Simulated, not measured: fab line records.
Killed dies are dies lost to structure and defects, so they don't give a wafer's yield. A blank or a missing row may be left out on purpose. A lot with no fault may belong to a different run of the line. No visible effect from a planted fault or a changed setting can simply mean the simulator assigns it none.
Chamber matching | flow n5-finfet | rie-diel-05 running N5_BEOL_M11_ETCH_62: 4 sister chambers
The step etches SOC in N2/H2, target depth 110 nm, overetch 22 nm, time 165 s. 7 wafers are shown with their chamber, then 7 later ones without.

== WAFERS, EACH WITH ITS CHAMBER ==
wafer  | chamber | drypump-motor-current-A (A) | throttle-valve-pct (%)
L077.2 | 1       | 6.1                         | 18.04
L077.6 | 2       | 6.4                         | 18.34
L084.1 | 2       | 6.3                         | 17.93
L084.2 | 3       | 5.3                         | 18.15
L084.6 | 0       | 5.9                         | 17.60
L089.1 | 1       | 6.1                         | 18.10
L089.2 | 3       | 5.2                         | 18.18

== WAFERS WITHOUT THEIR CHAMBER ==
wafer  | drypump-motor-current-A (A) | throttle-valve-pct (%)
L089.4 | 6.4                         | 17.94
L093.2 | 5.9                         | 17.62
L093.3 | 5.2                         | 18.17
L093.4 | 6.3                         | 17.94
L097.2 | 5.2                         | 18.19
L097.3 | 5.9                         | 17.62
L097.4 | 6.4                         | 17.95

== WHICH CHAMBER EACH ONE RAN IN ==
wafer  | from the rows above | in truth
L089.4 | 2                   | 2
L093.2 | 0                   | 0
L093.3 | 3                   | 3
L093.4 | 2                   | 2
L097.2 | 3                   | 3
L097.3 | 0                   | 0
L097.4 | 2                   | 2
Placed correctly: 7 of 7. Not placeable from these rows: 0. Number placed wrongly: 0.
How it was worked out, from the rows above alone: a wafer's distance from a chamber is the root of the sum, over the readings, of the square of ((its reading less the chamber's mean) divided by the reading's scatter). If the next closest chamber is less than 2 further off than the closest, the wafer can't be placed; otherwise it belongs to the closest. A chamber's mean is the mean of its shown wafers. The scatter: take each reading less its chamber's mean, square it, sum over the shown wafers, divide by the number of wafers less the number of chambers, and take the root.
